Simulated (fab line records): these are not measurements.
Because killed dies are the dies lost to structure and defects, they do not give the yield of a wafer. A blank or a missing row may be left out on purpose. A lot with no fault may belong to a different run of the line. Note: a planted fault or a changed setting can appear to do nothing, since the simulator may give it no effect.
Chamber matching ; flow n5-finfet ; N5_BEOL_M5_PRE_CLEAN_77 on cvd-co-02 has 3 sister chambers
The step time 15 s. 16 wafers are shown with their chamber, then 8 later ones without.

EACH WAFER AND ITS CHAMBER
wafer;chamber;heater-power-w (W)
L527.1;0;107
L527.3;1;92
L527.4;0;105
L529.1;2;79
L529.2;1;88
L529.5;2;81
L533.3;1;91
L533.5;1;91
L533.6;0;103
L537.3;1;89
L537.5;0;105
L537.6;2;82
L539.2;2;81
L539.4;0;109
L539.5;2;82
L528.1;0;107

SIGNATURES, as means of the wafers listed above
reading;chamber 0;chamber 1;chamber 2;scatter within a chamber
heater-power-w;106.00;90.20;81.00;1.73
Rule: for a wafer and a chamber, the distance is found by dividing, reading by reading, the gap between the wafer's reading and the chamber's mean by the reading's scatter, squaring, summing and taking the root. If the next closest chamber is less than 2 further off than the closest, the wafer can't be placed; otherwise it belongs to the closest. The scatter: take each reading less its chamber's mean, square it, sum over the shown wafers, divide by the number of wafers less the number of chambers, and take the root.

WAFERS WITHOUT THEIR CHAMBER
wafer;heater-power-w (W)
L528.2;82
L528.6;80
L546.1;82
L546.2;82
L546.6;83
L545.1;85
L545.3;80
L545.6;80

THE CHAMBER EACH PASSED THROUGH
wafer;from the rows above;in truth
L528.2;2;2
L528.6;2;2
L546.1;2;2
L546.2;2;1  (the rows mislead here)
L546.6;2;2
L545.1;can't be placed: 2 or 1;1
L545.3;2;2
L545.6;2;2
6 of 8 placed correctly. Not placeable from these rows: 1 (in 1, the candidates include the true chamber). Wrongly placed: 1.
